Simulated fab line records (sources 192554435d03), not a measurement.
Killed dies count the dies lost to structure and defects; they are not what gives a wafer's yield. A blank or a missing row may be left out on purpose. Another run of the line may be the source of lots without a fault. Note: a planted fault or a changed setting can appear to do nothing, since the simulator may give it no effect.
Chamber matching    flow n5-finfet    rie-diel-05 running N5_HKMG_FIN_DESCUM_53: 4 sister chambers
The step chemistry O2, time 7.9 s. 4 wafers are shown with their chamber, then 11 later ones without.

## WAFERS PAIRED WITH THEIR CHAMBERS
wafer   chamber  showerhead-plenum-p-Torr (Torr)
L082.6  0        1.99
L084.1  3        2.17
L084.6  2        2.05
L088.1  1        2.09

## WAFERS WITHOUT THEIR CHAMBER
wafer   showerhead-plenum-p-Torr (Torr)
L088.2  2.17
L088.3  2.05
L088.4  1.99
L088.5  1.99
L088.6  2.09
L090.1  2.05
L090.2  1.99
L090.6  2.17
L095.1  2.16
L095.2  2.08
L095.4  1.98

## WHICH CHAMBER EACH ONE RAN IN
wafer   from the rows above  in truth
L088.2  3                    3
L088.3  2                    2
L088.4  0                    0
L088.5  0                    0
L088.6  1                    1
L090.1  2                    2
L090.2  0                    0
L090.6  3                    3
L095.1  3                    3
L095.2  1                    1
L095.4  0                    0
Placed correctly: 11 of 11. Can't be placed from these rows: 0. 0 placed wrongly.
How it was worked out, from the rows above alone: a wafer's distance from a chamber is the root of the sum, over the readings, of the square of ((its reading less the chamber's mean) divided by the reading's scatter). The wafer belongs to the nearest chamber; if the next one is less than 2 further off, it can't be placed. The mean given for a chamber averages the wafers shown for that chamber. The scatter: with one shown wafer a chamber, the root of the mean of the squares of how far each hidden wafer lies from its nearest shown one.
